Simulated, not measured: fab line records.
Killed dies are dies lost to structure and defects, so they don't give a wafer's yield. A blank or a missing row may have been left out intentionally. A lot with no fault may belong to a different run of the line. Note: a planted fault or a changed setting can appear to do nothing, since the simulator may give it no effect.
Matching of chambers | flow n5 finfet | cmp-01 running N5_SDB_CMP_30: 4 sister chambers
The step polishes, stops on poly-Si, t overpolish 1.54 s, target thk 30 nm. 4 wafers are shown with their chamber, then 10 later ones without.

## WAFERS, EACH WITH ITS CHAMBER
wafer  | chamber | motor current A (A)
L080.2 | 2       | 13.5
L089.3 | 0       | 15.2
L091.1 | 3       | 10.5
L091.5 | 1       | 10.0

## WAFERS WITHOUT THEIR CHAMBER
wafer  | motor current A (A)
L091.6 | 15.6
L093.1 | 9.8
L093.2 | 14.6
L093.4 | 13.1
L094.2 | 14.1
L094.4 | 10.3
L094.6 | 14.7
L097.3 | 13.1
L097.4 | 9.8
L097.5 | 15.2

## THE CHAMBER EACH PASSED THROUGH
wafer  | from the rows above     | in truth
L091.6 | 0                       | 0
L093.1 | can't be placed: 1 or 3 | 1
L093.2 | can't be placed: 0 or 2 | 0
L093.4 | 2                       | 2
L094.2 | can't be placed: 2 or 0 | 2
L094.4 | can't be placed: 3 or 1 | 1
L094.6 | can't be placed: 0 or 2 | 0
L097.3 | 2                       | 2
L097.4 | can't be placed: 1 or 3 | 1
L097.5 | 0                       | 0
4 of 10 placed correctly. Not placeable from these rows: 6 (in 6, the candidates include the true chamber). Placed wrongly: 0.
How it was worked out, from the rows above alone: a wafer's distance from a chamber is the root of the sum, over the readings, of the square of ((its reading less the chamber's mean) divided by the reading's scatter). The wafer belongs to the nearest chamber; if the next one is less than 2 further off, it can't be placed. Each chamber's mean is taken over the wafers shown for it. The scatter: with one shown wafer a chamber, the root of the mean of the squares of how far each hidden wafer lies from its nearest shown one.
